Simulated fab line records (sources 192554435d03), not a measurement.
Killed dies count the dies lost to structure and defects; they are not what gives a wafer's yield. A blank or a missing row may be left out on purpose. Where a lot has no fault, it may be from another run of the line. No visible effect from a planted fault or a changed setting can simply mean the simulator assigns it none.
A struck lot beside a sound one + flow n5 finfet + 36 out of 1938 route steps
Sound: these wafers, L676.2, L676.4, L676.6. The struck wafers were L669.1, L669.3, L669.4. The cause is given at the end.
Each step with rows lists, per side, the tool, then ch with its chambers, then its first start. Under that, the readings that differ: sound wafers + struck wafers + difference of the means + sigmas: that difference in standard deviations of wafers without a fault.
alike: a reading whose means differ by less than 2 such deviations, as well as words and numbers matching on both sides. not compared: withheld readings; readings where some wafer has no value; bounds like >300 that might hide an equal value; numbers whose values overlap and for which the record gives no deviation.
A row with sigmas, a row that says differs or no value, or rows on one side alone: a step with any of these is where the two part. Non-overlapping numbers with no deviation appear without sigmas and do not part them. A reading that every wafer of one side lacks parts them only if that side has two wafers or more.

first, 9 steps without rows for these wafers: N5_BEOL_M4_ANNEAL_95 (time 240 s); N5_BEOL_M4_SPUTTER_96 (material Cu, target thk 4.5 nm, time 8.29 s); N5_BEOL_M4_ECD_50 (material Cu, target thk 300 nm); N5_BEOL_M4_ANNEAL_51 (time 90 s); N5_BEOL_M4_CMP_52 (polishes, stops on SiOC, t overpolish 6.8 s, target thk 40 nm); N5_BEOL_M4_PRE_CLEAN_60 (time 15 s); N5_BEOL_M4_CO_CAP_55 (material Co, precursor CCTBA/H2, target thk 2 nm, time 102.1 s); N5_BEOL_M4_PRE_CLEAN_56 (time 15 s); N5_BEOL_M4_DEP_57 (deposits SiCN from 3MS/NH3, target thk 8 nm, time 14 s).
N5_BEOL_M4_RC_MEAS_101:
  sound on prober-02 ch 0, day 11 14:23; struck on prober-02 ch 0, day 9 13:16
  alike: DIBL_N, DIBL_P, IOFF_N, IOFF_P, ION_N, ION_P, SS_N, SS_P, VT_N, VT_P
then, 24 steps without rows for these wafers: N5_BEOL_M5_ILD_DEP_00 (deposits SiCOH lowk from DEMS/porogen, target thk 140.64 nm, time 25.9 s); N5_BEOL_M5_CURE_79 (cures SiCOH lowk, time 240 s); N5_BEOL_M5_PECVD_70 (deposits SiO2 from TEOS/O2, target thk 16 nm, time 18 s); N5_BEOL_M5_HM_DEP_02 (deposits TiN, target thk 20 nm); N5_BEOL_M5_COAT_59 (time 60 s, resist thk 60 nm); N5_BEOL_M5_COAT_60 (time 60 s, resist thk 12 nm); N5_BEOL_M5_COAT_71 (time 60 s, resist thk 5 nm); N5_BEOL_M5_COAT_05 (resist thk 30 nm); N5_BEOL_M5_EBR_07; N5_BEOL_M5_SOFTBAKE_06 (time 60 s); N5_BEOL_M5_EXPOSE_08 (exposes mask M5, target cd 28 nm); N5_BEOL_M5_PEB_09 (peb time 60 s); N5_BEOL_M5_DEVELOP_10 (develop time 30 s); N5_BEOL_M5_DESCUM_16 (chemistry O2, time 7 s); N5_BEOL_M5_ETCH_72 (etches underlayer in N2/H2, target depth 6.5 nm, time 5.2 s); N5_BEOL_M5_ETCH_61 (etches SiARC in CF4, target depth 15.6 nm, time 26 s); N5_BEOL_M5_ETCH_62 (etches SOC in N2/H2, target depth 75 nm, overetch 15 nm, time 112.5 s); N5_BEOL_M5_STRIP_63 (strips in N2/H2); N5_BEOL_M5_STRIP_73 (strips in N2/H2); N5_BEOL_M5_STRIP_64 (strips in CF4); N5_BEOL_M5_HM_OPEN_17 (chemistry Cl2/BCl3, target TiN, target depth 20 nm, overetch 6 nm); N5_BEOL_M5_STRIP_19 (strips in O2); N5_BEOL_M5_COAT_65 (time 60 s, resist thk 60 nm); N5_BEOL_M5_COAT_66 (time 60 s, resist thk 12 nm).
N5_BEOL_M7_DEP_56: deposits SiCN from 3MS/NH3, target thk 10 nm, time 17.5 s.
  sound on pecvd-01 ch 0,2, day 13 00:49; struck on pecvd-04 ch 0,1, day 10 17:11
  no value came back on the struck wafers for chamber pressure Torr (Torr), rf fwd power W (W), showerhead plenum p Torr (Torr), throttle valve pct (%); on the sound wafers chamber pressure Torr (Torr) reads 3.033 3.005 3.006
-- the record jumps here: 3 days lie between the struck wafers' starts before and after (it left off in module BEOL_M7 and takes up again in module PASSIVATION, whose first step shown is number 1936 of the route) --
N5_PASSIVATION_PROBE_49:
  the record has rows for the struck wafers here (prober-02, day 13 19:59) and none for the sound ones

## WHERE THEY PART
Earliest at N5_BEOL_M7_DEP_56; latest, in this record, at N5_PASSIVATION_PROBE_49.

WHY: what the simulator had put in
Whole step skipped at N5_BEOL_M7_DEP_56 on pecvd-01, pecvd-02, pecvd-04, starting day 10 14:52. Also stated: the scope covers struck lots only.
